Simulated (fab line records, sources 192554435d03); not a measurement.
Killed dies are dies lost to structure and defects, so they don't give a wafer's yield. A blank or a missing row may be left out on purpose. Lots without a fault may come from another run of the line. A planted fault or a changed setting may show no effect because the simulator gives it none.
fab line records | flow n5_finfet
record lots=4 wafers=12 last_day=19
route steps=1938 shown BEOL_M4@1099 BEOL_M5@1112 PASSIVATION@1936
lots that met no fault: from a run of the same line without faults
start_h: hours from the record's first day to the start of the lot's first wafer shown | wait_h: hours since the lot's step before | " the same as in the row above | L1.1+2: a row that stands for several wafers | - no value, or no start given | * or withheld: withheld | < > ~ a bound
route shown NAME@n: a module of which the file shows steps, and the number in the route of the first | usual: mean/standard deviation of fault-free wafers | same: alike in all rows | chamber/n: place in a boat | sites: the reading at each site | _std_site: their standard deviation | _edge_site: outer sites' mean less inner sites' | radius_mm: how far each site lies from the wafer's centre | mask NAME#n: copy n | behind: the tool/chamber that last shaped the wafer | hold: why the lot was held/for how many hours/how that ended | device: the transistor (n, p or np) that didn't switch | end of line: the same wafers' tests at the end of the route | a step without rows: its recipe alone | killed: dies lost to structure and defects at the first sort, not the wafer's yield | map: a wafer's dies, x killed, . not, _ none there
set.NAME: the setting as run; set.NAME@STEP: as run at that earlier step | model.NAME: the simulator's own value behind a step, which no gauge read
lots at some steps of the route; a table a step, a row a wafer
services: from which hour (start_h, from the record's first day; less than 0 if before it) a tool's chamber was out of use, for how many hours, and why
## steps
# step N5_BEOL_M4_ANNEAL_95
# recipe temp_c=400 time_s=240 ambient=vacuum
# step N5_BEOL_M4_SPUTTER_96
# recipe material=Cu target_thk_a=45 temp_c=-20 chamber_pressure_pa=0.07 power_w=withheld time_s=8.29
# step N5_BEOL_M4_ECD_50
# recipe material=Cu target_thk_a=3000
# step N5_BEOL_M4_ANNEAL_51
# recipe temp_c=225 time_s=90 ambient=N2
# step N5_BEOL_M4_CMP_52
# recipe stop_on=SiOC t_overpolish_s=6.8 down_force_psi=1 platen_rpm=50 clearing_platen_down_force_psi=1.5 clearing_platen_rpm=50 post_cmp_clean=cu_alkaline target_thk_nm=40 clearing_platen_pad_velocity_m_s=0.99484 pad_velocity_m_s=0.99484
# step N5_BEOL_M4_PRE_CLEAN_60
# recipe gas=NH3/H2 time_s=15 temp_c=* rf_power_w=300
# step N5_BEOL_M4_CO_CAP_55
# recipe material=Co target_thk_a=20 temp_c=200 precursor=CCTBA/H2 pressure_torr=30 time_s=102.1
# step N5_BEOL_M4_PRE_CLEAN_56
# recipe gas=NH3 time_s=15 temp_c=withheld rf_power_w=300
# step N5_BEOL_M4_DEP_57
# recipe material=SiCN target_thk_a=80 temp_c=withheld precursor=3MS/NH3 pressure_torr=3 rf_w=202 time_s=14
# step N5_BEOL_M4_RC_MEAS_101
# usual DIBL_N=36.1/1.4 DIBL_P=36.3/1.4 IOFF_N=0.154/0.021 IOFF_P=0.21/0.032 ION_N=670/8.1 ION_P=461/7 SS_N=71.4/0.49 SS_P=73.3/0.5 VT_N=250.4/2.6 VT_P=-250/3.7
# columns lot.wafer tool chamber start_h wait_h DIBL_N[mV/V] DIBL_P[mV/V] IOFF_N[nA/um] IOFF_P[nA/um] ION_N[uA/um] ION_P[uA/um] SS_N[mV/dec] SS_P[mV/dec] VT_N[mV] VT_P[mV]
L102.1 prober-02 0 244.44 0.0 38.1 38.5 0.208 0.28 686 478 72.0 74.5 246.7 -244
L102.5 " 0 " " 38.3 39.0 0.204 0.29 683 475 71.4 74.1 244.3 -242
L102.6 " 0 " " 37.9 37.8 0.194 0.27 684 472 72.1 74.2 245.7 -244
L103.2 prober-01 0 248.19 0.2 36.7 38.6 0.177 0.24 677 466 71.2 74.1 248.1 -249
L103.3 " 0 " " 37.2 39.5 0.186 0.25 691 476 72.2 73.9 247.6 -246
L103.5 " 0 " " 35.7 37.1 0.150 0.21 668 462 70.9 73.8 251.3 -248
L108.1 prober-02 0 271.42 0.0 35.6 36.6 0.154 0.22 686 469 72.2 73.0 248.0 -248
L108.3 " 0 " " 35.3 36.4 0.163 0.21 673 465 72.3 73.8 248.3 -248
L108.5 " 0 " " 36.0 36.9 0.163 0.22 676 459 71.8 73.4 249.3 -249
L116.1 prober-01 0 339.56 0.0 36.1 35.4 0.147 0.21 668 459 71.9 73.3 252.0 -247
L116.2 " 0 " " 37.4 37.4 0.173 0.23 679 468 71.7 73.5 249.5 -247
L116.5 " 0 " " 37.3 37.5 0.169 0.24 660 457 71.1 73.5 249.8 -248
# step N5_BEOL_M5_ILD_DEP_00
# recipe material=SiCOH_lowk target_thk_a=1406.4 temp_c=300 precursor=DEMS/porogen pressure_torr=5 rf_w=500 time_s=25.9
# step N5_BEOL_M5_CURE_79
# recipe temp_c=385 time_s=240 ambient=He/Ar material=SiCOH_lowk
# step N5_BEOL_M5_PECVD_70
# recipe material=SiO2 target_thk_a=160 temp_c=400 precursor=TEOS/O2 pressure_torr=5.5 rf_w=450 teos_flow_sccm=53.8 gas=O2 flow_sccm=3000 time_s=18
# step N5_BEOL_M5_HM_DEP_02
# recipe material=TiN target_thk_a=200 temp_c=25 chamber_pressure_pa=0.49996
# step N5_BEOL_M5_COAT_59
# recipe resist=SOC temp_c=250 time_s=60 spin_rpm=1500 resist_thk_nm=60
# step N5_BEOL_M5_COAT_60
# recipe resist=SiARC temp_c=220 time_s=60 spin_rpm=1500 resist_thk_nm=12
# step N5_BEOL_M5_COAT_71
# recipe resist=underlayer temp_c=205 time_s=60 spin_rpm=1500 resist_thk_nm=5
# step N5_BEOL_M5_COAT_05
# recipe resist=CAR-EUV spin_rpm=1500 resist_thk_nm=30
# step N5_BEOL_M5_EBR_07
# recipe solvent=PGMEA ebr_width_mm=1.5
# step N5_BEOL_M5_SOFTBAKE_06
# recipe temp_c=110 time_s=60 resist=CAR-EUV
# step N5_BEOL_M5_EXPOSE_08
# recipe mask_id=M5 na=0.33 source_shape=annular sigma_inner=0.4 sigma_outer=0.8 polarization=unpolarized target_cd_nm=28 dose_mj=35.75
# step N5_BEOL_M5_PEB_09
# recipe peb_temp_c=100 peb_time_s=60 resist=CAR-EUV
# step N5_BEOL_M5_DEVELOP_10
# recipe develop_time_s=30 developer=TMAH resist=CAR-EUV rinse_liquid=surfactant_rinse dry=air_spin dev_temp_c=23
# step N5_BEOL_M5_DESCUM_16
# recipe chemistry=O2 time_s=7 source_power_w=50 bias_power_w=20 pressure_mtorr=20 rf_frequency_hz=2.712e+07 temp_c=40 resist=CAR-EUV o2_flow_sccm=225
# step N5_BEOL_M5_ETCH_72
# recipe chemistry=N2/H2 target=underlayer target_depth_a=65 mask_material=CAR-EUV time_s=5.2 ion_energy_ev=200 pressure_mtorr=30 source_w=840 bias_w=150 n2_flow_sccm=200 h2_flow_sccm=200 ends=cleared
# step N5_BEOL_M5_ETCH_61
# recipe chemistry=CF4 target=SiARC target_depth_a=156 mask_material=CAR-EUV time_s=26 ion_energy_ev=80 pressure_mtorr=40 source_w=545 bias_w=36 Ar_flow_sccm=100 cf4_flow_sccm=100 ends=cleared
# step N5_BEOL_M5_ETCH_62
# recipe chemistry=N2/H2 target=SOC target_depth_a=750 overetch_a=150 mask_material=SiARC temp_c=40 time_s=112.5 ion_energy_ev=200 pressure_mtorr=30 source_w=840 bias_w=150 n2_flow_sccm=200 h2_flow_sccm=200
# step N5_BEOL_M5_STRIP_63
# recipe chemistry=N2/H2 temp_c=40 n2_flow_sccm=200 h2_flow_sccm=200 rf_frequency_hz=6e+07
# step N5_BEOL_M5_STRIP_73
# recipe chemistry=N2/H2 temp_c=40 n2_flow_sccm=200 h2_flow_sccm=200 rf_frequency_hz=6e+07
# step N5_BEOL_M5_STRIP_64
# recipe chemistry=CF4 resist=SiARC power_w=300 bias_power_w=75 pressure_mtorr=50 cf4_flow_sccm=150 rf_frequency_hz=6e+07
# step N5_BEOL_M5_HM_OPEN_17
# recipe chemistry=Cl2/BCl3 target_depth_a=200 overetch_a=60 target=TiN mask_material=SOC ion_energy_ev=150 pressure_mtorr=10 icp_w=1000 bias_w=126 Cl2_flow_sccm=53.25 bcl3_flow_sccm=21.75 Ar_flow_sccm=25
# step N5_BEOL_M5_STRIP_19
# recipe chemistry=O2 power_w=400 temp_c=40 pressure_mtorr=30 rf_frequency_hz=6e+07 bias_power_w=0 overash_fraction=0.2 o2_flow_sccm=225
# step N5_BEOL_M5_COAT_65
# recipe resist=SOC temp_c=250 time_s=60 spin_rpm=1500 resist_thk_nm=60
# step N5_BEOL_M5_COAT_66
# recipe resist=SiARC temp_c=220 time_s=60 spin_rpm=1500 resist_thk_nm=12
# step N5_BEOL_M5_STRIP_36
# recipe chemistry=N2/H2 power_w=450 temp_c=40 pressure_mtorr=20 rf_frequency_hz=6e+07 overash_fraction=0.3 bias_power_w=7 h2_frac=0.5 n2_flow_sccm=200 h2_flow_sccm=200
# usual bias_power_w=6.999/0.022 chamber_pressure_mTorr=20.00/0.039 drypump_motor_current_A=5.9/0.4 oes_product_au=0.78/0.081 overash_fraction=0.3/0 rf_vpp_V=59.0/1.5 showerhead_plenum_p_Torr=2.53/0.098 throttle_valve_pct=23.8/0.32
# columns lot.wafer tool chamber start_h wait_h bias_power_w chamber_pressure_mTorr drypump_motor_current_A oes_product_au overash_fraction rf_hours_counter_h rf_vpp_V showerhead_plenum_p_Torr throttle_valve_pct model.SOC_of_BEOL_M5_COAT_65.thk_nm
L102.1 rie_diel-05 2 250.83 0.0 - - - - - - - - - 55.8
L102.5 " 1 " " - - - - - - - - - 55.8
L102.6 " 0 " " - - - - - - - - - 55.8
L103.2 rie_diel-06 3 254.26 0.0 - - - - - - - - - 56
L103.3 " 2 " " - - - - - - - - - 56
L103.5 " 0 " " - - - - - - - - - 55.8
L108.1 rie_diel-04 3 278.46 0.0 7.017 20.04 6.4 0.75 0.3 168 60.8 2.33 24.1 0
L108.3 " 2 " " 6.968 20.04 6.2 0.91 0.3 31 56.8 2.48 23.6 0
L108.5 " 1 " " 7.000 20.01 5.2 0.77 0.3 - 59.7 2.43 23.3 0
L116.1 rie_diel-06 1 344.80 0.0 7.025 20.02 6.2 0.82 0.3 69 57.5 2.58 24.1 0
L116.2 " 0 " " 6.952 19.97 6.2 0.72 0.3 197 59.3 2.52 23.8 0
L116.5 " 0 " " 6.994 19.97 6.1 0.73 0.3 - 60.1 2.52 23.8 0
# step N5_BEOL_M5_ETCH_41
# recipe chemistry=CH3F/O2 target=SiCN target_depth_a=315 taper_deg=2 time_s=56.7 ion_energy_ev=120 mask_material=TiN pressure_mtorr=30 source_w=395 bias_w=75 Ar_flow_sccm=150 CH3F_flow_sccm=30 O2_flow_sccm=20
# usual drypump_motor_current_A=5.9/0.4 oes_product_au=0.78/0.082 rf_vpp_V=297.3/1.8 showerhead_plenum_p_Torr=1.99/0.075 throttle_valve_pct=16.37/0.25
# columns lot.wafer tool chamber start_h wait_h drypump_motor_current_A oes_product_au rf_hours_counter_h rf_vpp_V showerhead_plenum_p_Torr throttle_valve_pct model.SOC_of_BEOL_M5_COAT_65.thk_nm
L102.1 rie_diel-05 2 250.89 0.0 5.1 0.79 118 299.7 2.01 16.44 38.2
L102.5 " 1 " " 5.5 0.71 - 298.3 2.06 16.17 38
L102.6 " 0 " " 5.9 0.70 - 299.5 2.06 16.71 38.4
L103.2 rie_diel-06 3 254.32 0.0 6.2 0.76 157 298.8 2.01 16.59 38
L103.3 " 2 " " 6.1 0.68 239 299.0 2.05 16.69 38.6
L103.5 " 0 " " 6.2 0.75 - 297.6 1.99 16.52 37.6
L108.1 rie_diel-04 3 - - 6.4 0.75 168 294.1 1.83 16.53 0
L108.3 " 2 " " 6.2 0.91 31 296.1 1.96 15.91 0
L108.5 " 1 " " 5.3 0.77 - 295.9 1.93 16.26 0
L116.1 rie_diel-06 1 - - 6.2 0.83 69 297.4 2.02 16.51 0
L116.2 " 0 " " 6.1 0.73 197 296.7 1.98 16.60 0
L116.5 " 0 " " 6.1 0.73 - 296.4 1.98 16.58 0
# step N5_PASSIVATION_PROBE_49
# usual defect_limited_yield=91.0/1.6 killed_at_M0_to_M3=35/11 killed_at_M4_up=14/5.1 killed_at_contacts=12/6.6 killed_at_front_end=41/12 killed_at_other=4/3 killed_dies=107/19 killed_on_rim=14/4.6 killed_open=70/15 killed_short=35/8.5 sort_bin_5_function=5.3/1 sort_bin_6_memory=3.4/0.73 sort_n_pass=1073/19 sort_yield_pct=91.0/1.6
# same gross_dies=1180 killed_at_back_side=0 sort_bin_4_leakage[%]=0 sort_bin_8_speed[%]=0
# columns lot.wafer tool chamber start_h wait_h defect_limited_yield[%] killed_at_M0_to_M3 killed_at_M4_up killed_at_contacts killed_at_front_end killed_at_other killed_dies killed_on_rim killed_open killed_short sort_bin_5_function[%] sort_bin_6_memory[%] sort_n_pass sort_yield_pct[%]
L103.2 prober-01 - 347.56 0.1 0 41 1088 11 32 8 1180 152 66 41 95.7 3.6 0 0
L103.3 prober-01 - 347.61 0.1 0 34 1099 23 21 3 1180 152 68 31 96.4 3.2 0 0
L103.5 prober-01 - 347.71 0.2 0 36 1078 13 45 8 1180 152 77 35 96.4 3.3 0 0
L102.1 prober-01 - 348.21 0.0 0 21 1109 17 31 2 1180 152 70 21 96.7 3.1 0 0
L102.5 prober-01 - 348.41 0.2 0 9 1120 9 40 2 1180 152 50 19 97.5 2.5 0 0
L102.6 prober-01 - 348.46 0.3 0 25 1087 14 48 6 1180 152 67 33 95.3 4.4 0 0
L108.1 prober-02 - 380.10 0.0 91.1 38 22 6 35 4 105 16 60 42 5.1 3.3 1075 91.1
L108.3 prober-02 - 380.20 0.1 93.2 29 12 9 26 4 80 10 44 33 3.8 2.6 1100 93.2
L108.5 prober-02 - 380.30 0.2 90.8 28 18 7 53 3 109 18 69 35 5.2 3.1 1071 90.8
L116.2 prober-01 - 457.09 0.1 91.8 30 15 19 32 1 97 7 68 29 6.0 1.7 1083 91.8
# killed by level:class
L103.2 BEOL_M5:area_ald=1073 BEOL_M0_SAQP:geometric_particle:short=18 MOL_CONTACT_COAG:geometric_particle:open=11 BEOL_M0_SAQP:geometric_particle:open=8 BEOL_M5:geometric_particle:open=7 GATE_CUT:geometric_particle:short=6 BEOL_M4:geometric_particle:open=6 FIN_SAQP:geometric_particle:open=5
L103.3 BEOL_M5:area_ald=1081 MOL_CONTACT_COAG:geometric_particle:open=18 BEOL_M0_SAQP:geometric_particle:short=10 BEOL_M3:geometric_particle:open=7 BEOL_M0_SAQP:geometric_particle:open=7 GATE_CUT:geometric_particle:short=5 MOL_CONTACT_COAG:geometric_particle:short=5 BEOL_M5:geometric_particle:open=5
L103.5 BEOL_M5:area_ald=1068 BEOL_M0_SAQP:geometric_particle:open=15 MOL_CONTACT_COAG:geometric_particle:open=12 FIN_SAQP:geometric_particle:open=11 BEOL_M0_SAQP:geometric_particle:short=8 BEOL_M3:geometric_particle:open=8 FIN_SAQP:geometric_particle:short=6 GATE_CUT:geometric_particle:short=6
L102.1 BEOL_M5:area_ald=1088 MOL_CONTACT_COAG:geometric_particle:open=16 BEOL_M4:geometric_particle:open=11 DUMMY_GATE:geometric_particle:open=7 BEOL_M3:geometric_particle:open=7 BEOL_M0_SAQP:geometric_particle:open=6 FIN_SAQP:geometric_particle:short=5 FIN_SAQP:geometric_particle:open=4
L102.5 BEOL_M5:area_ald=1111 FIN_SAQP:geometric_particle:open=12 MOL_CONTACT_COAG:geometric_particle:open=9 FIN_SAQP:geometric_particle:short=7 STI_FIN_REVEAL:geometric_particle:open=5 BEOL_M3:geometric_particle:open=4 BEOL_M4:geometric_particle:open=4 STARTING-WAFER:geometric_particle:open=3
L102.6 BEOL_M5:area_ald=1079 FIN_SAQP:geometric_particle:open=12 MOL_CONTACT_COAG:geometric_particle:open=12 FIN_SAQP:geometric_particle:short=10 DUMMY_GATE:geometric_particle:open=7 STI_FIN_REVEAL:geometric_particle:open=5 BEOL_M2:geometric_particle:open=5 BEOL_M3:geometric_particle:open=5
L108.1 BEOL_M0_SAQP:geometric_particle:short=13 BEOL_M0_SAQP:geometric_particle:open=12 BEOL_M4:geometric_particle:open=11 BEOL_M3:geometric_particle:open=8 FIN_SAQP:geometric_particle:short=7 STARTING-WAFER:geometric_particle:short=6 GATE_CUT:geometric_particle:short=5 MOL_CONTACT_COAG:geometric_particle:open=5
L108.3 BEOL_M0_SAQP:geometric_particle:open=9 BEOL_M0_SAQP:geometric_particle:short=7 BEOL_M3:geometric_particle:open=6 FIN_SAQP:geometric_particle:short=5 MOL_CONTACT_COAG:geometric_particle:open=5 DUMMY_GATE:geometric_particle:open=4 GATE_CUT:geometric_particle:short=4 MOL_CONTACT_COAG:geometric_particle:short=4
L108.5 FIN_SAQP:geometric_particle:open=13 FIN_SAQP:geometric_particle:short=10 BEOL_M3:geometric_particle:open=9 BEOL_M4:geometric_particle:open=9 STI_FIN_REVEAL:geometric_particle:open=7 MOL_CONTACT_COAG:geometric_particle:open=6 STARTING-WAFER:geometric_particle:short=6 BEOL_M0_SAQP:geometric_particle:short=5
L116.2 MOL_CONTACT_COAG:geometric_particle:open=14 BEOL_M4:geometric_particle:open=7 GATE_CUT:geometric_particle:short=6 BEOL_M3:geometric_particle:open=6 FIN_SAQP:geometric_particle:open=5 FIN_SAQP:geometric_particle:short=5 BEOL_M0:geometric_particle:open=5 GATE_CUT:geometric_particle:open=5
# map L102.1 (x killed, . not)
_________________xxxxxxxxxxxx________________
______________xxxxxxxxxxxxxxxxxx_____________
___________xxxxxxxxxxxxxxxxxxxxxxxx__________
__________xxxxxxxxxxxxxxxxxxxxxxxxxx_________
________xxxxxxxxxxxxxxxxxxxxxxxxxxxxxx_______
_______xxxxxxxxxxxxxxxxxxxxxxxxxxxxxxxx______
______xxxxxxxxxxxxxxxxxxxxxxxxxxxxxxxxxx_____
_____xxxxxxxxxxxxxxxxxxxxxxxxxxxxxxxxxxxx____
____xxxxxxxxxxxxxxxxxxxxxxxxxxxxxxxxxxxxxx___
___xxxxxxxxxxxxxxxxxxxxxxxxxxxxxxxxxxxxxxxx__
___xxxxxxxxxxxxxxxxxxxxxxxxxxxxxxxxxxxxxxxx__
__xxxxxxxxxxxxxxxxxxxxxxxxxxxxxxxxxxxxxxxxxx_
__xxxxxxxxxxxxxxxxxxxxxxxxxxxxxxxxxxxxxxxxxx_
_xxxxxxxxxxxxxxxxxxxxxxxxxxxxxxxxxxxxxxxxxxxx
_xxxxxxxxxxxxxxxxxxxxxxxxxxxxxxxxxxxxxxxxxxxx
_xxxxxxxxxxxxxxxxxxxxxxxxxxxxxxxxxxxxxxxxxxxx
_xxxxxxxxxxxxxxxxxxxxxxxxxxxxxxxxxxxxxxxxxxxx
_xxxxxxxxxxxxxxxxxxxxxxxxxxxxxxxxxxxxxxxxxxxx
_xxxxxxxxxxxxxxxxxxxxxxxxxxxxxxxxxxxxxxxxxxxx
_xxxxxxxxxxxxxxxxxxxxxxxxxxxxxxxxxxxxxxxxxxxx
_xxxxxxxxxxxxxxxxxxxxxxxxxxxxxxxxxxxxxxxxxxxx
__xxxxxxxxxxxxxxxxxxxxxxxxxxxxxxxxxxxxxxxxxx_
__xxxxxxxxxxxxxxxxxxxxxxxxxxxxxxxxxxxxxxxxxx_
___xxxxxxxxxxxxxxxxxxxxxxxxxxxxxxxxxxxxxxxx__
___xxxxxxxxxxxxxxxxxxxxxxxxxxxxxxxxxxxxxxxx__
____xxxxxxxxxxxxxxxxxxxxxxxxxxxxxxxxxxxxxx___
_____xxxxxxxxxxxxxxxxxxxxxxxxxxxxxxxxxxxx____
______xxxxxxxxxxxxxxxxxxxxxxxxxxxxxxxxxx_____
_______xxxxxxxxxxxxxxxxxxxxxxxxxxxxxxxx______
________xxxxxxxxxxxxxxxxxxxxxxxxxxxxxx_______
__________xxxxxxxxxxxxxxxxxxxxxxxxxx_________
___________xxxxxxxxxxxxxxxxxxxxxxxx__________
______________xxxxxxxxxxxxxxxxxx_____________
_________________xxxxxxxxxxxx________________
# map L103.2 (x killed, . not)
_________________xxxxxxxxxxxx________________
______________xxxxxxxxxxxxxxxxxx_____________
___________xxxxxxxxxxxxxxxxxxxxxxxx__________
__________xxxxxxxxxxxxxxxxxxxxxxxxxx_________
________xxxxxxxxxxxxxxxxxxxxxxxxxxxxxx_______
_______xxxxxxxxxxxxxxxxxxxxxxxxxxxxxxxx______
______xxxxxxxxxxxxxxxxxxxxxxxxxxxxxxxxxx_____
_____xxxxxxxxxxxxxxxxxxxxxxxxxxxxxxxxxxxx____
____xxxxxxxxxxxxxxxxxxxxxxxxxxxxxxxxxxxxxx___
___xxxxxxxxxxxxxxxxxxxxxxxxxxxxxxxxxxxxxxxx__
___xxxxxxxxxxxxxxxxxxxxxxxxxxxxxxxxxxxxxxxx__
__xxxxxxxxxxxxxxxxxxxxxxxxxxxxxxxxxxxxxxxxxx_
__xxxxxxxxxxxxxxxxxxxxxxxxxxxxxxxxxxxxxxxxxx_
_xxxxxxxxxxxxxxxxxxxxxxxxxxxxxxxxxxxxxxxxxxxx
_xxxxxxxxxxxxxxxxxxxxxxxxxxxxxxxxxxxxxxxxxxxx
_xxxxxxxxxxxxxxxxxxxxxxxxxxxxxxxxxxxxxxxxxxxx
_xxxxxxxxxxxxxxxxxxxxxxxxxxxxxxxxxxxxxxxxxxxx
_xxxxxxxxxxxxxxxxxxxxxxxxxxxxxxxxxxxxxxxxxxxx
_xxxxxxxxxxxxxxxxxxxxxxxxxxxxxxxxxxxxxxxxxxxx
_xxxxxxxxxxxxxxxxxxxxxxxxxxxxxxxxxxxxxxxxxxxx
_xxxxxxxxxxxxxxxxxxxxxxxxxxxxxxxxxxxxxxxxxxxx
__xxxxxxxxxxxxxxxxxxxxxxxxxxxxxxxxxxxxxxxxxx_
__xxxxxxxxxxxxxxxxxxxxxxxxxxxxxxxxxxxxxxxxxx_
___xxxxxxxxxxxxxxxxxxxxxxxxxxxxxxxxxxxxxxxx__
___xxxxxxxxxxxxxxxxxxxxxxxxxxxxxxxxxxxxxxxx__
____xxxxxxxxxxxxxxxxxxxxxxxxxxxxxxxxxxxxxx___
_____xxxxxxxxxxxxxxxxxxxxxxxxxxxxxxxxxxxx____
______xxxxxxxxxxxxxxxxxxxxxxxxxxxxxxxxxx_____
_______xxxxxxxxxxxxxxxxxxxxxxxxxxxxxxxx______
________xxxxxxxxxxxxxxxxxxxxxxxxxxxxxx_______
__________xxxxxxxxxxxxxxxxxxxxxxxxxx_________
___________xxxxxxxxxxxxxxxxxxxxxxxx__________
______________xxxxxxxxxxxxxxxxxx_____________
_________________xxxxxxxxxxxx________________
## services
# columns tool chamber start_h hours kind
rie_diel-04 1 246.57 21.8 repair
rie_diel-04 2 259.91 4.9 repair
rie_diel-06 2 288.97 - clean
rie_diel-06 2 288.97 - consumable_replace:focus_ring
rie_diel-06 2 288.97 15.6 scheduled_down
rie_diel-06 2 288.97 15.6 vent_cycle
rie_diel-06 1 310.69 9.2 repair
## key
first_sign step=N5_BEOL_M5_STRIP_36 reading=tool_record direction=missing
effect step=N5_PASSIVATION_PROBE_49 reading=killed_at_M4_up direction=up sigmas=99+ usual=14 struck=1097
model_effect step=N5_BEOL_M5_STRIP_36 value=SOC_of_BEOL_M5_COAT_65.thk_nm without=0 struck=55.87
model_effect step=N5_BEOL_M5_ETCH_41 value=SOC_of_BEOL_M5_COAT_65.thk_nm without=0 struck=38.13
more_kills_born_at N5_BEOL_M5_ALD_86@ald_metal-01=3278 N5_BEOL_M5_ALD_86@ald_metal-04=3222
met_at N5_BEOL_M5_STRIP_36
struck_wafers L102.1,L102.5,L102.6,L103.2,L103.3,L103.5
later_rows_left_out L102.1,L102.5,L102.6,L103.2,L103.3,L103.5
fault kind=skipped_step_whole tool=rie_diel-05,rie_diel-06 chamber=- onset_h=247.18 steps=N5_BEOL_M5_STRIP_36 scope=struck_lots_only
# later_rows_left_out: the simulator's readings of these wafers behind a module that went badly wrong aren't trusted and aren't shown, but for the sort
